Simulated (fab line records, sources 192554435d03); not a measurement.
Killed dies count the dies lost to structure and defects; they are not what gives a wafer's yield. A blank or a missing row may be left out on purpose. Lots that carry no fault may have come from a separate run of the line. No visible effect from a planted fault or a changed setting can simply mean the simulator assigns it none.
Matching of chambers ; flow n5Finfet ; N5_SDB_STRIP_21 on rieDiel-04: 4 sister chambers
The step strips in CF4. 14 wafers are shown with their chamber, then 7 later ones without.

== WAFERS WITH THEIR CHAMBER ==
wafer;chamber;drypumpMotorCurrentA (A);showerheadPlenumPTorr (Torr);rfVppV (V)
L075.3;0;4.8;1.82;271.5
L075.4;2;5.5;1.75;270.4
L075.6;3;6.3;1.84;272.4
L079.2;0;4.8;1.82;272.1
L079.3;1;5.3;1.76;269.6
L079.6;0;4.8;1.82;271.4
L082.1;2;5.5;1.74;270.5
L082.3;3;6.3;1.83;272.7
L082.4;1;5.2;1.76;269.5
L087.3;3;6.3;1.83;271.9
L087.5;1;5.3;1.76;270.2
L087.6;0;4.8;1.82;270.9
L089.3;3;6.2;1.83;271.6
L089.4;0;4.8;1.81;270.4

SIGNATURES (averages over the wafers above)
reading;chamber 0;chamber 1;chamber 2;chamber 3;scatter within a chamber
drypumpMotorCurrentA;4.800;5.267;5.500;6.275;0.0376
showerheadPlenumPTorr;1.8180;1.7600;1.7450;1.8325;0.00453
rfVppV;271.260;269.767;270.450;272.150;0.517
Rule: for each reading, subtract the chamber's mean from the wafer's reading, divide by that reading's scatter and square the result; add these up over the readings and take the root, which gives the wafer's distance from the chamber. If the next closest chamber is less than 2 further off than the closest, the wafer can't be placed; otherwise it belongs to the closest. How the scatter is found: for the shown wafers, subtract from each reading the mean of its chamber, square and add these, divide the total by (wafers less chambers), then take the root.

== WAFERS WITH NO CHAMBER GIVEN ==
wafer;drypumpMotorCurrentA (A);showerheadPlenumPTorr (Torr);rfVppV (V)
L089.6;5.5;1.74;270.0
L093.1;6.2;1.83;272.8
L093.3;4.8;1.81;271.8
L093.4;6.2;1.83;271.0
L096.4;5.5;1.73;269.3
L096.5;5.3;1.75;270.0
L096.6;4.8;1.81;272.0

== THE CHAMBER EACH PASSED THROUGH ==
wafer;from the rows above;in truth
L089.6;2;2
L093.1;3;3
L093.3;0;0
L093.4;3;3
L096.4;2;2
L096.5;1;1
L096.6;0;0
Correctly placed: 7 of 7. From these rows, 0 cannot be placed. Number placed wrongly: 0.
